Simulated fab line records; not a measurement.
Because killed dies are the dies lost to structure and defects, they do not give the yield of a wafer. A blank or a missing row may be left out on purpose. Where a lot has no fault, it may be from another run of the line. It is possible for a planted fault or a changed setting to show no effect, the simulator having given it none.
Matching of chambers / flow nandHarc / wetBench-08 running NHARC_THIN_TSV_STRIP_57: 8 sister chambers
The step strips in post etch residue remover, time 1200 s. 13 wafers are shown with their chamber, then 9 later ones without.

== WAFERS PAIRED WITH THEIR CHAMBERS ==
wafer=L610.5; chamber=5; bathHeatDutyPct (%)=15.4
wafer=L614.1; chamber=4; bathHeatDutyPct (%)=15.6
wafer=L616.1; chamber=3; bathHeatDutyPct (%)=15.0
wafer=L616.2; chamber=1; bathHeatDutyPct (%)=13.0
wafer=L616.4; chamber=2; bathHeatDutyPct (%)=16.9
wafer=L615.2; chamber=6; bathHeatDutyPct (%)=13.6
wafer=L615.6; chamber=0; bathHeatDutyPct (%)=10.3
wafer=L622.1; chamber=4; bathHeatDutyPct (%)=16.1
wafer=L622.5; chamber=5; bathHeatDutyPct (%)=16.4
wafer=L622.6; chamber=7; bathHeatDutyPct (%)=13.4
wafer=L625.2; chamber=6; bathHeatDutyPct (%)=14.4
wafer=L625.3; chamber=7; bathHeatDutyPct (%)=12.7
wafer=L625.6; chamber=3; bathHeatDutyPct (%)=16.6

== WAFERS WITH NO CHAMBER GIVEN ==
wafer=L626.1; bathHeatDutyPct (%)=13.3
wafer=L626.3; bathHeatDutyPct (%)=10.5
wafer=L626.6; bathHeatDutyPct (%)=16.2
wafer=L628.3; bathHeatDutyPct (%)=14.3
wafer=L628.4; bathHeatDutyPct (%)=16.1
wafer=L628.6; bathHeatDutyPct (%)=10.7
wafer=L629.2; bathHeatDutyPct (%)=16.1
wafer=L629.4; bathHeatDutyPct (%)=15.6
wafer=L629.5; bathHeatDutyPct (%)=14.8

== THE CHAMBER EACH PASSED THROUGH ==
wafer=L626.1; from the rows above=can't be placed: 7 or 1 or 6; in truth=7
wafer=L626.3; from the rows above=0; in truth=0
wafer=L626.6; from the rows above=can't be placed: 5 or 4 or 3 or 2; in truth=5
wafer=L628.3; from the rows above=can't be placed: 6 or 7 or 1 or 3 or 4 or 5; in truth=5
wafer=L628.4; from the rows above=can't be placed: 5 or 4 or 3 or 2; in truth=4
wafer=L628.6; from the rows above=0; in truth=0
wafer=L629.2; from the rows above=can't be placed: 5 or 4 or 3 or 2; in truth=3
wafer=L629.4; from the rows above=can't be placed: 3 or 4 or 5 or 2 or 6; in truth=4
wafer=L629.5; from the rows above=can't be placed: 6 or 3 or 4 or 5 or 7 or 1 or 2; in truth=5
Placed correctly: 2 of 9. These rows do not allow placing 7 (true chamber among the candidates in 7). Placed wrongly: 0.
How it was worked out, from the rows above alone: a wafer's distance from a chamber is the root of the sum, over the readings, of the square of ((its reading less the chamber's mean) divided by the reading's scatter). The wafer belongs to the nearest chamber; if the next one is less than 2 further off, it can't be placed. A chamber's mean is the mean of its shown wafers. The scatter is the square root of a quotient: the sum, over the shown wafers, of each reading's squared deviation from its chamber's mean, divided by wafers minus chambers.
